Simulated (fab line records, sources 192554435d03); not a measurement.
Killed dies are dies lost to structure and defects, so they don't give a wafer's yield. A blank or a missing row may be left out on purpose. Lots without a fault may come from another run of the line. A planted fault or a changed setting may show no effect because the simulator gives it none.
Split-lot experiment | flow n5_finfet | 7 lots, 39 wafers read, on a route of 1938 steps

THE SPLIT
At N5_PMOS_HMC_CHANNEL_EPI_DEVELOP_08 (develop time 30 s), the setting develop_time_s was moved away from the recipe's 30 s on 15 of the 39 wafers read, by -56.1% to +42.4%. The other wafers ran this setting at the recipe's value.

The file shows no step between the split and the reading.

THE READING
cd_nm, in nm, at N5_PMOS_HMC_CHANNEL_EPI_CD_MEAS_09 (target cd 237.4 nm). Fault-free wafers of this fab line usually give 237.6 nm, standard deviation 0.94 nm.

wafer  | tool, chamber at the split | develop_time_s as run, s | against the recipe | cd_nm, nm | against lot-mates on the recipe
L078.1 | litho_track-01, 0          | 36.6                     | +22.0%             | 238.9     | +2.0
L078.2 | litho_track-01, 0          | 30                       | recipe             | 236.3     | -
L078.3 | litho_track-01, 0          | 36.6                     | +22.0%             | 238.0     | +1.1
L078.4 | litho_track-01, 0          | 30                       | recipe             | 237.2     | -
L078.5 | litho_track-01, 0          | 36.6                     | +22.0%             | 238.0     | +1.1
L078.6 | litho_track-01, 0          | 30                       | recipe             | 237.2     | -
L079.1 | litho_track-01, 0          | 13.18                    | -56.1%             | 231.2     | -6.8
L079.2 | litho_track-01, 0          | 30                       | recipe             | 238.1     | -
L079.3 | litho_track-01, 0          | 30                       | recipe             | 237.7     | -
L079.4 | litho_track-01, 0          | 13.18                    | -56.1%             | 232.6     | -5.4
L079.5 | litho_track-01, 0          | 13.18                    | -56.1%             | 231.8     | -6.2
L079.6 | litho_track-01, 0          | 30                       | recipe             | 238.1     | -
L081.1 | litho_track-05, 0          | 35.62                    | +18.7%             | 238.7     | +1.8
L081.2 | litho_track-05, 0          | 30                       | recipe             | 236.4     | -
L081.3 | litho_track-05, 0          | 30                       | recipe             | 237.0     | -
L081.4 | litho_track-05, 0          | 35.62                    | +18.7%             | 237.9     | +1.0
L081.5 | litho_track-05, 0          | 35.62                    | +18.7%             | 238.9     | +2.0
L081.6 | litho_track-05, 0          | 30                       | recipe             | 237.2     | -
L082.1 | litho_track-05, 0          | 30                       | recipe             | 237.6     | -
L082.2 | litho_track-05, 0          | 17.65                    | -41.2%             | 233.9     | -2.9
L082.3 | litho_track-05, 0          | 17.65                    | -41.2%             | 233.6     | -3.2
L082.4 | litho_track-05, 0          | 30                       | recipe             | 236.2     | -
L082.5 | litho_track-05, 0          | 17.65                    | -41.2%             | 234.4     | -2.4
L082.6 | litho_track-05, 0          | 30                       | recipe             | 236.7     | -
L084.1 | litho_track-01, 0          | 30                       | recipe             | 237.5     | -
L084.2 | litho_track-01, 0          | 30                       | recipe             | 237.5     | -
L084.3 | litho_track-01, 0          | 30                       | recipe             | 236.9     | -
L084.4 | litho_track-01, 0          | 30                       | recipe             | 237.4     | -
L084.5 | litho_track-01, 0          | 30                       | recipe             | 238.3     | -
L084.6 | litho_track-01, 0          | 30                       | recipe             | 237.5     | -
L085.1 | litho_track-05, 0          | 30                       | recipe             | 236.8     | -
L085.2 | litho_track-05, 0          | 30                       | recipe             | 237.3     | -
L085.3 | litho_track-05, 0          | 42.73                    | +42.4%             | 238.3     | +1.6
L085.4 | litho_track-05, 0          | 30                       | recipe             | 235.9     | -
L085.5 | litho_track-05, 0          | 42.73                    | +42.4%             | 238.8     | +2.1
L085.6 | litho_track-05, 0          | 42.73                    | +42.4%             | 239.7     | +3.0
L093.3 | litho_track-05, 0          | 30                       | recipe             | 237.9     | -
L093.4 | litho_track-05, 0          | 30                       | recipe             | 237.6     | -
L093.5 | litho_track-05, 0          | 30                       | recipe             | 238.3     | -

THE FIT
A straight line over all 39 wafers: cd_nm changes by +0.0738 nm for each +1% of develop_time_s; r = +0.92; the points scatter about the line by 0.79 nm.
The same after taking each lot's own level away (the mean of its wafers on the recipe; 39 wafers): +0.0823 nm for each +1%; r = +0.94; scatter 0.71 nm.
On that fit, the largest move of develop_time_s shifts the reading by 4.6 nm.
The lots' own levels span 236.67 to 237.97 nm, that is 1.4 times the standard deviation above.
So the lot-to-lot level changes the slope: the two fits differ.
Check: with one of the wafers moved furthest among these (-56.1%) left out of the fit, the line predicts -4.43 nm for it against its lot-mates. It came out at -6.77 nm against them.

THE WHOLE CHAIN: every reading that the file lists as answering this split, in the file's order
step                               | what it does                                                           | reading                                                                     | change (the file's fit)                | r (the file's)
N5_PMOS_HMC_CHANNEL_EPI_CD_MEAS_09 | target cd 237.4 nm                                                     | cd_nm                                                                       | +0.0827 nm for each +1% of the setting | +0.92
N5_PMOS_HMC_CHANNEL_EPI_DESCUM_14  | chemistry O2, time 7.9 s                                               | PMOS_HMC_CHANNEL_EPI.cd_nm (the simulator's own value, which no gauge read) | +0.08 nm for each +1% of the setting   | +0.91
N5_PMOS_HMC_CHANNEL_EPI_ETCH_32    | etches BARC in N2/H2, stops on SiO2, target depth 85.8 nm, time 50.3 s | PMOS_HMC_CHANNEL_EPI.cd_nm (the simulator's own value, which no gauge read) | +0.0794 nm for each +1% of the setting | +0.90

THE FILE'S OWN FIT
cd_nm changes by +0.0827 nm for each +1% of develop_time_s, r = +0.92.
